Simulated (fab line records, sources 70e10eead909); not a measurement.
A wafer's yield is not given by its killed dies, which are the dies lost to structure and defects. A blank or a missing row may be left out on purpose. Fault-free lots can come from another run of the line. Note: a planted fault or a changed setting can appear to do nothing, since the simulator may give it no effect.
fab line records	flow nandHarc
record lots=6	wafers=18	lastDay=24
route steps=1159 shown A_CONTACT@898 END@1159
lots that met no fault: taken from a fault-free run of the same line
startH: the number of hours between the record's first day and the start of the first shown wafer of the lot	waitH: how many hours have passed since the lot's step before this one	" the same as in the row above	L1.1+2: several wafers, shown together as one row	- no value, or no start was given	* or withheld: withheld	< > ~ a bound
route shown NAME@n: a module of which the file shows steps, and the number in the route of the first	usual: average and standard deviation across the fault-free wafers	same: alike in all rows	chamber/n: place in a boat	sites: each site's reading	_std_site: standard deviation of those values	_edge_site: the outer-site mean with the inner-site mean subtracted	radiusMm: for every site, how far away it sits from the centre of the wafer	mask NAME#n: copy n	behind: tool/chamber where the wafer was last shaped	hold: why the lot was held/for how many hours/how that ended	device: the n, p or np transistor that did not switch	end of line: the route-end tests of the same wafers	a step without rows: its recipe alone	killed: dies lost to structure and defects at the first sort, not the wafer's yield	map: dies across one wafer; x = killed, . = not, _ = none there
set.NAME: the setting that was run; set.NAME@STEP: the one run at that earlier step	model.NAME: the simulator's own value behind a step, which no gauge read
lots at some steps of the route; a table a step, a row a wafer
services: when a tool's chamber went out of use (startH, in hours from the record's first day, below 0 if earlier), for how many hours, and the reason
## steps
# step NHARC_A_CONTACT_INSPECT_71
# usual rawDefectCount=28/13
lot.wafer	tool	chamber	startH	waitH	rawDefectCount
L504.3	defectInspect-02	-	453.92	0.0	30
L504.4	"	-	"	"	36
L504.6	"	-	"	"	29
L506.1	defectInspect-02	-	466.72	0.0	39
L506.4	"	-	"	"	49
L506.5	"	-	"	"	48
L509.1	defectInspect-01	-	471.80	0.0	47
L509.2	"	-	"	"	33
L509.3	"	-	"	"	35
L512.3	defectInspect-01	-	497.30	0.0	37
L512.4	"	-	"	"	31
L512.6	"	-	"	"	36
L514.3	defectInspect-02	-	511.79	0.0	53
L514.4	"	-	"	"	37
L514.5	"	-	"	"	48
L515.1	defectInspect-02	-	516.39	0.0	16
L515.2	"	-	"	"	17
L515.5	"	-	"	"	18
# step NHARC_A_CONTACT_DESCUM_74
# recipe timeS=3	o2FlowSccm=200	arFlowSccm=0	biasPowerW=0	chemistry=O2
# step NHARC_A_CONTACT_ETCH_75
# recipe targetDepthA=390	overEtchFrac=0.3	timeS=65	ionEnergyEv=80	cf4FlowSccm=150	arFlowSccm=0	rfW=300	biasW=100	chemistry=CF4
# usual biasW=100.0/0.31	cf4FlowSccm=150.0/0.45	drypumpMotorCurrentA=5.7/0.55	oesProductAu=0.995/0.013	rfVppV=151.4/1.1	showerheadPlenumPTorr=1.78/0.054	throttleValvePct=13.284/0.0092
lot.wafer	tool	chamber	startH	waitH	biasW	cf4FlowSccm	drypumpMotorCurrentA	oesProductAu	rfHoursCounterH	rfVppV	showerheadPlenumPTorr	throttleValvePct
L504.3	rieDiel-04	2	454.08	0.1	99.8	151.0	5.8	1.010	25	152.2	1.81	13.277
L504.6	"	2	"	"	99.9	150.1	5.8	1.009	-	152.0	1.81	13.280
L504.4	"	3	"	"	100.1	150.2	5.4	1.014	-	152.5	1.85	13.302
L506.1	rieDiel-07	3	466.96	0.1	99.6	149.6	5.1	0.984	19	150.8	1.77	13.289
L506.4	"	1	"	"	100.2	149.8	4.9	0.978	22	152.0	1.78	13.279
L506.5	"	2	"	"	99.7	148.8	6.6	0.990	-	149.9	1.73	13.280
L509.2	rieDiel-07	1	471.94	0.1	99.5	149.9	4.9	0.986	24	152.3	1.78	13.278
L509.3	"	2	"	"	99.8	149.6	6.6	0.990	22	150.8	1.73	13.279
L509.1	"	0	"	"	100.0	149.3	5.1	0.969	23	153.8	1.88	13.285
L512.3	rieDiel-04	3	497.56	0.1	100.4	149.9	5.4	0.996	4	152.7	1.84	13.276
L512.4	"	0	"	"	100.5	149.8	6.0	1.002	4	150.2	1.74	13.269
L512.6	"	3	"	"	100.0	150.0	5.4	0.991	-	150.7	1.84	13.283
L514.4	rieDiel-04	2	511.93	0.1	99.8	150.5	5.8	1.012	6	151.9	1.81	13.305
L514.3	"	3	"	"	99.8	150.3	5.4	0.987	6	153.1	1.84	13.272
L514.5	"	3	"	"	100.2	150.4	5.5	1.001	-	152.8	1.84	13.295
L515.2	rieDiel-05	3	516.56	0.1	100.1	150.3	6.3	1.005	64	151.9	1.71	13.287
L515.1	"	0	"	"	100.6	149.6	6.3	0.980	66	149.4	1.72	13.289
L515.5	"	3	"	"	99.8	149.4	6.3	1.002	-	150.2	1.71	13.281
# step NHARC_A_CONTACT_ETCH_76
# recipe targetDepthA=2600	overEtchFrac=0.3	timeS=475.3	ionEnergyEv=200	n2FlowSccm=150	h2FlowSccm=150	arFlowSccm=0	rfW=400	biasW=150	chemistry=N2/H2
# step NHARC_A_CONTACT_ETCH_77
# recipe targetDepthA=726	timeS=36.3	cf4FlowSccm=100	chf3FlowSccm=30	arFlowSccm=0	rfW=500	biasW=200	chemistry=CF4/CHF3
# usual biasW=200.0/0.59	cf4FlowSccm=100.03/0.27	drypumpMotorCurrentA=5.7/0.55	oesProductAu=0.935/0.025	rfVppV=371.2/1.8	showerheadPlenumPTorr=1.59/0.049	throttleValvePct=16.802/0.0089
lot.wafer	tool	chamber	startH	waitH	biasW	cf4FlowSccm	drypumpMotorCurrentA	oesProductAu	rfHoursCounterH	rfVppV	showerheadPlenumPTorr	throttleValvePct
L504.3	rieDiel-04	1	-	-	200.3	99.97	5.0	0.900	26	369.6	1.56	16.801
L504.4	"	2	"	"	200.1	100.28	5.8	0.932	-	372.9	1.61	16.807
L504.6	"	3	"	"	199.3	100.24	5.4	0.936	-	373.6	1.64	16.801
L506.4	rieDiel-07	3	-	-	199.6	99.96	5.2	0.920	19	368.3	1.57	16.802
L506.1	"	0	"	"	199.2	100.00	5.1	0.910	21	375.3	1.68	16.812
L506.5	"	2	"	"	200.2	99.66	6.6	0.912	-	370.1	1.54	16.805
L509.1	rieDiel-07	2	-	-	199.9	100.50	6.6	0.977	22	369.9	1.54	16.814
L509.2	"	3	"	"	199.6	100.36	5.1	0.949	21	370.2	1.57	16.803
L509.3	"	1	"	"	200.2	100.03	4.9	0.969	24	370.0	1.59	16.814
L512.3	rieDiel-04	1	-	-	199.9	100.19	5.1	0.927	4	368.4	1.56	16.800
L512.4	"	2	"	"	199.8	100.40	5.8	0.944	4	372.2	1.61	16.795
L512.6	"	3	"	"	200.3	99.85	5.5	0.927	-	372.3	1.64	16.776
L514.3	rieDiel-04	3	-	-	200.7	100.12	5.4	0.962	6	373.0	1.64	16.800
L514.4	"	1	"	"	200.3	100.05	5.1	0.984	6	371.1	1.56	16.803
L514.5	"	3	"	"	201.3	100.12	5.4	0.966	-	373.2	1.64	16.806
L515.2	rieDiel-05	1	-	-	199.1	100.18	5.2	0.918	62	371.9	1.67	16.811
L515.1	"	3	"	"	199.6	99.80	6.3	0.931	64	369.3	1.52	16.810
L515.5	"	3	"	"	199.5	100.09	6.3	0.938	-	367.8	1.52	16.789
# step NHARC_A_CONTACT_ETCH_78
# recipe targetDepthA=28000	overEtchFrac=0.3	timeS=728	ionEnergyEv=150	o2FlowSccm=400	cosFlowSccm=20	arFlowSccm=0	rfW=500	biasW=300	chemistry=O2/COS
# usual biasW=300.1/0.91	chamberPressureMTorr=19.999/0.021	drypumpMotorCurrentA=5.7/0.55	oesProductAu=0.995/0.013	rfVppV=314.6/1.6	showerheadPlenumPTorr=3.15/0.1	throttleValvePct=28.329/0.0094
lot.wafer	tool	chamber	startH	waitH	biasW	chamberPressureMTorr	drypumpMotorCurrentA	oesProductAu	rfHoursCounterH	rfVppV	showerheadPlenumPTorr	throttleValvePct
L504.3	rieDiel-04	2	-	-	298.5	19.975	5.8	1.004	26	314.9	3.20	28.324
L504.4	"	3	"	"	301.1	20.001	5.4	1.007	-	317.9	3.26	28.313
L504.6	"	1	"	"	297.9	20.011	5.1	0.973	-	313.8	3.10	28.325
L506.1	rieDiel-07	0	-	-	298.9	19.979	5.1	0.981	21	315.5	3.33	28.331
L506.4	"	3	"	"	298.9	20.028	5.1	0.991	20	314.4	3.12	28.335
L506.5	"	0	"	"	299.4	20.016	5.0	0.979	-	317.1	3.33	28.317
L509.3	rieDiel-07	3	-	-	300.1	20.032	5.1	0.989	21	314.5	3.12	28.328
L509.1	"	0	"	"	300.5	20.024	5.1	0.977	23	316.5	3.33	28.334
L509.2	"	1	"	"	299.3	19.993	4.9	0.973	24	314.1	3.15	28.320
L512.4	rieDiel-04	0	-	-	299.9	19.987	6.0	1.005	5	312.3	3.07	28.331
L512.3	"	2	"	"	300.0	19.988	5.8	1.020	4	315.7	3.19	28.328
L512.6	"	0	"	"	300.3	19.969	6.0	1.003	-	313.7	3.07	28.328
L514.4	rieDiel-04	0	-	-	300.0	20.012	6.0	1.011	6	312.9	3.07	28.329
L514.3	"	1	"	"	300.0	20.016	5.1	0.997	6	313.7	3.09	28.338
L514.5	"	3	"	"	298.9	20.010	5.5	0.999	-	316.4	3.26	28.345
L515.2	rieDiel-05	3	-	-	300.6	19.993	6.3	1.007	64	313.5	3.01	28.318
L515.1	"	1	"	"	300.1	20.011	5.3	0.993	62	317.5	3.31	28.326
L515.5	"	0	"	"	300.3	20.042	6.3	0.987	-	312.8	3.03	28.328
# step NHARC_A_CONTACT_ETCH_124
# recipe sourceW=withheld	pressureMtorr=20	biasV=withheld	timeS=140	targetDepthA=7000	arFlowSccm=withheld	c4f8FlowSccm=withheld	o2FlowSccm=withheld	chemistry=C4F8/O2/Ar
# step NHARC_A_CONTACT_ETCH_125
# recipe sourceW=withheld	pressureMtorr=20	biasV=1200	timeS=155	targetDepthA=9560	arFlowSccm=withheld	c4f8FlowSccm=withheld	o2FlowSccm=withheld	chemistry=C4F8/O2/Ar
# step NHARC_A_CONTACT_ETCH_126
# recipe sourceW=withheld	pressureMtorr=20	biasV=1200	timeS=155	targetDepthA=9560	arFlowSccm=withheld	c4f8FlowSccm=withheld	o2FlowSccm=withheld	chemistry=C4F8/O2/Ar
# step NHARC_A_CONTACT_ETCH_127
# recipe sourceW=withheld	pressureMtorr=20	biasV=1200	timeS=155	targetDepthA=9560	arFlowSccm=withheld	c4f8FlowSccm=withheld	o2FlowSccm=withheld	chemistry=C4F8/O2/Ar
# step NHARC_A_CONTACT_ETCH_128
# recipe sourceW=withheld	pressureMtorr=20	biasV=1200	timeS=155	targetDepthA=9560	arFlowSccm=withheld	c4f8FlowSccm=withheld	o2FlowSccm=withheld	chemistry=C4F8/O2/Ar
# usual chamberPressureMTorr=20.002/0.018	oesAirLineAu=0.997/0.02
lot.wafer	tool	chamber	startH	waitH	chamberPressureMTorr	oesAirLineAu	rfHoursCounterH
L504.3	harCapEtch-02	1	456.28	0.1	20.026	1.001	-
L504.4	"	0	"	"	20.010	1.040	-
L504.6	"	0	"	"	20.023	1.029	-
L506.1	harCapEtch-03	0	468.94	0.2	19.967	0.962	98
L506.4	"	0	"	"	19.990	0.980	-
L506.5	"	0	"	"	19.987	1.022	-
L509.2	harCapEtch-01	0	473.61	0.1	19.989	1.016	74
L509.1	"	1	"	"	19.987	0.999	74
L509.3	"	1	"	"	20.003	1.000	-
L512.4	harCapEtch-03	0	499.27	0.1	19.989	1.030	-
L512.3	"	1	"	"	20.004	1.004	-
L512.6	"	1	"	"	19.999	0.987	-
L514.4	harCapEtch-03	0	513.64	0.1	20.004	1.001	-
L514.3	"	1	"	"	19.977	0.983	-
L514.5	"	0	"	"	20.000	1.001	-
L515.1	harCapEtch-03	0	518.42	0.1	19.980	1.000	108
L515.2	"	1	"	"	20.013	0.975	108
L515.5	"	0	"	"	19.980	0.995	-
# step NHARC_A_CONTACT_ETCH_129
# recipe sourceW=withheld	pressureMtorr=20	biasV=1200	timeS=155	targetDepthA=9560	arFlowSccm=withheld	c4f8FlowSccm=withheld	o2FlowSccm=withheld	chemistry=C4F8/O2/Ar
# step NHARC_A_CONTACT_ETCH_130
# recipe sourceW=withheld	pressureMtorr=20	biasV=1200	timeS=155	targetDepthA=9560	arFlowSccm=withheld	c4f8FlowSccm=withheld	o2FlowSccm=withheld	chemistry=C4F8/O2/Ar
# usual chamberPressureMTorr=20.000/0.018	oesAirLineAu=1.002/0.019
lot.wafer	tool	chamber	startH	waitH	chamberPressureMTorr	oesAirLineAu	rfHoursCounterH
L504.3	harCapEtch-02	1	456.56	0.1	19.974	0.987	-
L504.4	"	0	"	"	20.022	1.001	-
L504.6	"	0	"	"	19.976	1.021	-
L506.1	harCapEtch-03	0	469.32	0.2	-	-	-
L506.4	"	0	"	"	-	-	-
L506.5	"	0	"	"	-	-	-
L509.2	harCapEtch-01	0	473.89	0.1	-	-	-
L509.1	"	1	"	"	-	-	-
L509.3	"	1	"	"	-	-	-
L512.4	harCapEtch-03	0	499.56	0.1	20.006	1.043	-
L512.3	"	1	"	"	19.999	1.013	-
L512.6	"	1	"	"	20.054	1.020	-
L514.4	harCapEtch-03	0	513.93	0.1	19.991	1.036	-
L514.3	"	1	"	"	19.982	0.970	-
L514.5	"	0	"	"	19.998	0.977	-
L515.1	harCapEtch-03	0	518.71	0.1	20.026	0.982	108
L515.2	"	1	"	"	19.973	0.989	108
L515.5	"	0	"	"	19.995	0.981	-
# step NHARC_A_CONTACT_ETCH_131
# recipe sourceW=withheld	pressureMtorr=20	biasV=1200	timeS=155	targetDepthA=9560	arFlowSccm=withheld	c4f8FlowSccm=withheld	o2FlowSccm=withheld	chemistry=C4F8/O2/Ar
# usual chamberPressureMTorr=20.000/0.018	oesAirLineAu=1.004/0.022
lot.wafer	tool	chamber	startH	waitH	chamberPressureMTorr	oesAirLineAu	rfHoursCounterH
L504.3	harCapEtch-02	1	456.70	0.1	20.012	1.030	-
L504.4	"	0	"	"	20.007	1.020	-
L504.6	"	0	"	"	20.002	0.969	-
L506.1	harCapEtch-03	0	469.51	0.2	19.971	0.987	99
L506.4	"	0	"	"	20.047	1.001	-
L506.5	"	0	"	"	20.016	0.999	-
L509.2	harCapEtch-01	0	474.03	0.1	20.023	0.990	75
L509.1	"	1	"	"	20.007	1.012	75
L509.3	"	1	"	"	20.030	0.987	-
L512.4	harCapEtch-03	0	499.70	0.1	19.964	1.008	-
L512.3	"	1	"	"	19.982	0.954	-
L512.6	"	1	"	"	20.024	0.989	-
L514.4	harCapEtch-03	0	514.07	0.1	19.997	0.958	-
L514.3	"	1	"	"	19.969	1.042	-
L514.5	"	0	"	"	19.986	0.982	-
L515.1	harCapEtch-03	0	518.85	0.1	19.988	1.036	108
L515.2	"	1	"	"	19.997	0.999	108
L515.5	"	0	"	"	20.007	0.989	-
# step NHARC_END_SORT_01
# recipe tempC=25
# usual killedAtArray=28/10	killedAtOther=0.6/1.1	killedAtPeriphery=3.6/2.6	killedDies=32/10	killedOpen=3.3/1.8	killedShort=1.9/1.4
# same grossDies=677
lot.wafer	tool	chamber	startH	waitH	killedAtArray	killedAtOther	killedAtPeriphery	killedDies	killedOpen	killedShort
L506.1	prober-02	0	534.38	2.5	672	1	4	677	4	4
L506.4	prober-02	0	536.77	3.4	675	0	2	677	2	1
L506.5	prober-02	0	537.57	3.7	674	1	2	677	0	1
L509.1	prober-01	0	542.17	2.5	674	0	3	677	2	3
L509.2	prober-01	0	542.97	2.8	675	1	1	677	2	2
L509.3	prober-01	0	543.76	3.1	676	0	1	677	3	1
# killed by level:class
L506.1 A_CONTACT:areaEtch=631 A_CHANNEL_HOLE_D1:chamberFilmFlake=16 A_SLIT:chamberFilmFlake=11 A_CONTACT:chamberFilmFlake=6 P_M1:geometricParticle:short=3 A_CONTACT:geometricParticle:open=2 P_CONTACT:geometricParticle:open=1 A_CHANNEL_FILL_D1:geometricParticle:open=1
L506.4 A_CONTACT:areaEtch=629 A_CHANNEL_HOLE_D1:chamberFilmFlake=19 A_SLIT:chamberFilmFlake=13 A_CONTACT:chamberFilmFlake=10 A_STAIRCASE:chamberFilmFlake=2 P_CONTACT:geometricParticle:short=1 P_CONTACT:geometricParticle:open=1 A_BLC:geometricParticle:open=1
L506.5 A_CONTACT:areaEtch=618 A_CHANNEL_HOLE_D1:chamberFilmFlake=25 A_SLIT:chamberFilmFlake=11 A_CONTACT:chamberFilmFlake=11 A_STAIRCASE:chamberFilmFlake=5 A_WL_FILL:geometricParticle:short=1 P_GATE:chamberFilmFlake=1 P_BONDPAD:chamberFilmFlake=1
L509.1 A_CONTACT:areaEtch=636 A_SLIT:chamberFilmFlake=17 A_STAIRCASE:chamberFilmFlake=7 A_CONTACT:chamberFilmFlake=6 P_GATE:chamberFilmFlake=2 A_ONON_D1:geometricParticle:short=1 A_CHANNEL_FILL_D1:geometricParticle:short=1 A_CHANNEL_FILL_D1:geometricParticle:open=1
L509.2 A_CONTACT:areaEtch=645 A_SLIT:chamberFilmFlake=13 A_CONTACT:chamberFilmFlake=5 A_CHANNEL_HOLE_D1:chamberFilmFlake=4 A_STAIRCASE:chamberFilmFlake=4 P_M0:geometricParticle:open=1 A_CHANNEL_FILL_D1:geometricParticle:short=1 A_SGD_CUT:geometricParticle:short=1
L509.3 A_CONTACT:areaEtch=645 A_SLIT:chamberFilmFlake=16 A_CHANNEL_HOLE_D1:chamberFilmFlake=6 A_STAIRCASE:chamberFilmFlake=4 A_CONTACT:geometricParticle:open=2 P_M0:geometricParticle:short=1 A_M1:geometricParticle:open=1 A_ZERO_WELL:chamberFilmFlake=1
# map L506.1 (x killed, . not)
____________x____________
_________xxxxxxx_________
_______xxxxxxxxxxx_______
______xxxxxxxxxxxxx______
_____xxxxxxxxxxxxxxx_____
____xxxxxxxxxxxxxxxxx____
____xxxxxxxxxxxxxxxxx____
___xxxxxxxxxxxxxxxxxxx___
___xxxxxxxxxxxxxxxxxxx___
__xxxxxxxxxxxxxxxxxxxxx__
__xxxxxxxxxxxxxxxxxxxxx__
_xxxxxxxxxxxxxxxxxxxxxxx_
_xxxxxxxxxxxxxxxxxxxxxxx_
_xxxxxxxxxxxxxxxxxxxxxxx_
_xxxxxxxxxxxxxxxxxxxxxxx_
_xxxxxxxxxxxxxxxxxxxxxxx_
xxxxxxxxxxxxxxxxxxxxxxxxx
xxxxxxxxxxxxxxxxxxxxxxxxx
xxxxxxxxxxxxxxxxxxxxxxxxx
xxxxxxxxxxxxxxxxxxxxxxxxx
xxxxxxxxxxxxxxxxxxxxxxxxx
_xxxxxxxxxxxxxxxxxxxxxxx_
_xxxxxxxxxxxxxxxxxxxxxxx_
_xxxxxxxxxxxxxxxxxxxxxxx_
_xxxxxxxxxxxxxxxxxxxxxxx_
_xxxxxxxxxxxxxxxxxxxxxxx_
__xxxxxxxxxxxxxxxxxxxxx__
__xxxxxxxxxxxxxxxxxxxxx__
___xxxxxxxxxxxxxxxxxxx___
___xxxxxxxxxxxxxxxxxxx___
____xxxxxxxxxxxxxxxxx____
____xxxxxxxxxxxxxxxxx____
_____xxxxxxxxxxxxxxx_____
______xxxxxxxxxxxxx______
_______xxxxxxxxxxx_______
_________xxxxxxx_________
____________x____________
# map L509.1 (x killed, . not)
____________x____________
_________xxxxxxx_________
_______xxxxxxxxxxx_______
______xxxxxxxxxxxxx______
_____xxxxxxxxxxxxxxx_____
____xxxxxxxxxxxxxxxxx____
____xxxxxxxxxxxxxxxxx____
___xxxxxxxxxxxxxxxxxxx___
___xxxxxxxxxxxxxxxxxxx___
__xxxxxxxxxxxxxxxxxxxxx__
__xxxxxxxxxxxxxxxxxxxxx__
_xxxxxxxxxxxxxxxxxxxxxxx_
_xxxxxxxxxxxxxxxxxxxxxxx_
_xxxxxxxxxxxxxxxxxxxxxxx_
_xxxxxxxxxxxxxxxxxxxxxxx_
_xxxxxxxxxxxxxxxxxxxxxxx_
xxxxxxxxxxxxxxxxxxxxxxxxx
xxxxxxxxxxxxxxxxxxxxxxxxx
xxxxxxxxxxxxxxxxxxxxxxxxx
xxxxxxxxxxxxxxxxxxxxxxxxx
xxxxxxxxxxxxxxxxxxxxxxxxx
_xxxxxxxxxxxxxxxxxxxxxxx_
_xxxxxxxxxxxxxxxxxxxxxxx_
_xxxxxxxxxxxxxxxxxxxxxxx_
_xxxxxxxxxxxxxxxxxxxxxxx_
_xxxxxxxxxxxxxxxxxxxxxxx_
__xxxxxxxxxxxxxxxxxxxxx__
__xxxxxxxxxxxxxxxxxxxxx__
___xxxxxxxxxxxxxxxxxxx___
___xxxxxxxxxxxxxxxxxxx___
____xxxxxxxxxxxxxxxxx____
____xxxxxxxxxxxxxxxxx____
_____xxxxxxxxxxxxxxx_____
______xxxxxxxxxxxxx______
_______xxxxxxxxxxx_______
_________xxxxxxx_________
____________x____________
## services
tool	chamber	startH	hours	kind
rieDiel-07	0	439.84	-	clean
rieDiel-07	1	439.84	-	clean
rieDiel-07	2	439.84	-	clean
rieDiel-04	0	445.29	-	clean
rieDiel-04	1	445.29	-	clean
rieDiel-04	2	445.29	-	clean
rieDiel-04	3	445.29	-	clean
rieDiel-04	0	449.74	7.2	repair
rieDiel-04	-	466.09	9.0	pm
rieDiel-04	0	466.09	9.0	ventCycle
rieDiel-04	1	466.09	9.0	ventCycle
rieDiel-04	2	466.09	9.0	ventCycle
rieDiel-04	3	466.09	9.0	ventCycle
rieDiel-04	0	475.09	-	clean
rieDiel-04	1	475.09	-	clean
rieDiel-04	2	475.09	-	clean
rieDiel-04	3	475.09	-	clean
rieDiel-07	-	485.60	0.7	repair
rieDiel-04	0	499.59	-	clean
rieDiel-04	1	499.59	-	clean
rieDiel-04	2	499.59	-	clean
rieDiel-04	3	499.59	-	clean
rieDiel-05	2	515.72	8.9	repair
rieDiel-05	-	517.62	9.0	pm
## key
firstSign step=NHARC_A_CONTACT_ETCH_130	reading=toolRecord	direction=missing
effect step=NHARC_END_SORT_01	reading=killedAtArray	direction=up	sigmas=63	usual=28	struck=674
moreKillsBornAt NHARC_A_CONTACT_ETCH_130@harCapEtch-01=1926	NHARC_A_CONTACT_ETCH_130@harCapEtch-03=1878
metAt NHARC_A_CONTACT_ETCH_130
struckWafers L506.1,L506.4,L506.5,L509.1,L509.2,L509.3
laterRowsLeftOut L506.1,L506.4,L506.5,L509.1,L509.2,L509.3
testerLeftOut L506,L509
fault kind=skippedStepWhole	tool=harCapEtch-01,harCapEtch-03	chamber=-	onsetH=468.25	steps=NHARC_A_CONTACT_ETCH_130	scope=struckLotsOnly
# testerLeftOut: of these lots the tester's yield and bins aren't shown, on N5 and GAA mostly nor the transistor test; their killed dies are dies lost to structure and defects alone, not to doping, threshold or leakage, so they don't give the yield
# laterRowsLeftOut: the simulator's readings of these wafers behind a module that went badly wrong aren't trusted and aren't shown, but for the sort
